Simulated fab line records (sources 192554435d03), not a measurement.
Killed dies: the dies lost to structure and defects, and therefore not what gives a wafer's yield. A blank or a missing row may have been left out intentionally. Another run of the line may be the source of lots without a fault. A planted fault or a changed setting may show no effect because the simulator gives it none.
A lot that was struck, set against a sound lot + flow n5-finfet + 37 steps out of a route of 1938
Sound: wafers L501.2, L501.3, L501.4. The struck wafers were L495.3, L495.5, L495.6. At the end, the cause is stated.
For every step that has rows: the tool of each side, followed by ch and its chambers, followed by its first start. Under that, the readings that differ: sound wafers + struck wafers + difference of the means + sigmas: that difference in standard deviations of wafers without a fault.
alike: same words and numbers on both sides, and readings whose means sit less than 2 such deviations apart. not compared: any withheld reading, any reading some wafer has no value for, any bound like >300 that may hide the same value, and any number with overlapping values for which the record gives no deviation.
A row with sigmas, a row that says differs or no value, or rows on one side alone: a step with any of these is where the two part. Non-overlapping numbers with no deviation appear without sigmas and do not part them. A reading that every wafer of one side lacks parts them only if that side has two wafers or more.

first, 9 steps without rows for these wafers: N5_BEOL_M0_ANNEAL_135 (time 60 s); N5_BEOL_M0_SPUTTER_141 (material Cu, target thk 4 nm, time 7.37 s); N5_BEOL_M0_ECD_118 (material Cu, target thk 300 nm); N5_BEOL_M0_ANNEAL_119 (time 90 s); N5_BEOL_M0_CMP_120 (polishes, stops on SiOC, t overpolish 6.9 s); N5_BEOL_M0_PRE_CLEAN_131 (time 15 s); N5_BEOL_M0_CO_CAP_123 (material Co, precursor CCTBA/H2, target thk 2 nm, time 102.1 s); N5_BEOL_M0_PRE_CLEAN_124 (time 15 s); N5_BEOL_M0_DEP_125 (deposits SiCN from 3MS/NH3, target thk 8 nm, time 14 s).
N5_BEOL_M1_ILD_DEP_00: deposits SiOC from DEMS/O2, target thk 79 nm, time 15.3 s.
  sound on pecvd-03 ch 0,2, day 9 22:11; struck on pecvd-03 ch 1,2, day 8 12:10
  no value came back on the struck wafers for any of 5 readings (chamber-pressure-Torr (Torr), heater-power-outer-w (W) and others); on the sound wafers chamber-pressure-Torr (Torr) reads 5.007 5.016 5.010
then, 24 steps without rows for these wafers: N5_BEOL_M1_PECVD_72 (deposits SiO2 from TEOS/O2, target thk 16 nm, time 18 s); N5_BEOL_M1_HM_DEP_02 (deposits TiN, target thk 20 nm); N5_BEOL_M1_COAT_61 (time 60 s, resist thk 60 nm); N5_BEOL_M1_COAT_62 (time 60 s, resist thk 12 nm); N5_BEOL_M1_COAT_73 (time 60 s, resist thk 5 nm); N5_BEOL_M1_COAT_05 (resist thk 30 nm); N5_BEOL_M1_EBR_07; N5_BEOL_M1_SOFTBAKE_06 (time 60 s); N5_BEOL_M1_EXPOSE_08 (exposes mask M1); N5_BEOL_M1_PEB_09 (peb time 60 s); N5_BEOL_M1_DEVELOP_10 (develop time 30 s); N5_BEOL_M1_DESCUM_16 (chemistry O2, time 7 s); N5_BEOL_M1_ETCH_74 (etches underlayer in N2/H2, target depth 6.5 nm, time 5.2 s); N5_BEOL_M1_ETCH_63 (etches SiARC in CF4, target depth 15.6 nm, time 26 s); N5_BEOL_M1_ETCH_64 (etches SOC in N2/H2, target depth 75 nm, overetch 15 nm, time 112.5 s); N5_BEOL_M1_STRIP_65 (strips in N2/H2); N5_BEOL_M1_STRIP_75 (strips in N2/H2); N5_BEOL_M1_STRIP_66 (strips in CF4); N5_BEOL_M1_HM_OPEN_17 (chemistry Cl2/BCl3, target TiN, target depth 20 nm, overetch 6 nm); N5_BEOL_M1_STRIP_19 (strips in O2); N5_BEOL_M1_COAT_67 (time 60 s, resist thk 60 nm); N5_BEOL_M1_COAT_68 (time 60 s, resist thk 12 nm); N5_BEOL_M1_COAT_76 (time 60 s, resist thk 5 nm); N5_BEOL_M1_COAT_22 (resist thk 30 nm).
N5_BEOL_M1_OCD_MEAS_38:
  struck on ocd-02, day 9 06:44; sound on ocd-02, day 10 01:54
| reading              | sound          | struck | difference                    | sigmas |
|----------------------|----------------|--------|-------------------------------|--------|
| trench-depth-nm (nm) | 55.7 54.7 55.7 | - - -  | no value on the struck wafers |        |
N5_BEOL_M4_RC_MEAS_101:
  the record has rows for the sound wafers here (prober-02 ch 0, day 11 11:04) and none for the struck ones
-- a jump in the record: the struck wafers' starts before and after are 6 days apart (it breaks off in module BEOL_M4 and resumes in module PASSIVATION, where the first step shown is number 1936 of the route) --
N5_PASSIVATION_PROBE_49:
  the record has rows for the struck wafers here (prober-02, day 14 20:47) and none for the sound ones

== WHERE THEY PART ==
Last at N5_PASSIVATION_PROBE_49 as far as this record goes, first at N5_BEOL_M1_ILD_DEP_00.

WHY: whatever the simulator had introduced
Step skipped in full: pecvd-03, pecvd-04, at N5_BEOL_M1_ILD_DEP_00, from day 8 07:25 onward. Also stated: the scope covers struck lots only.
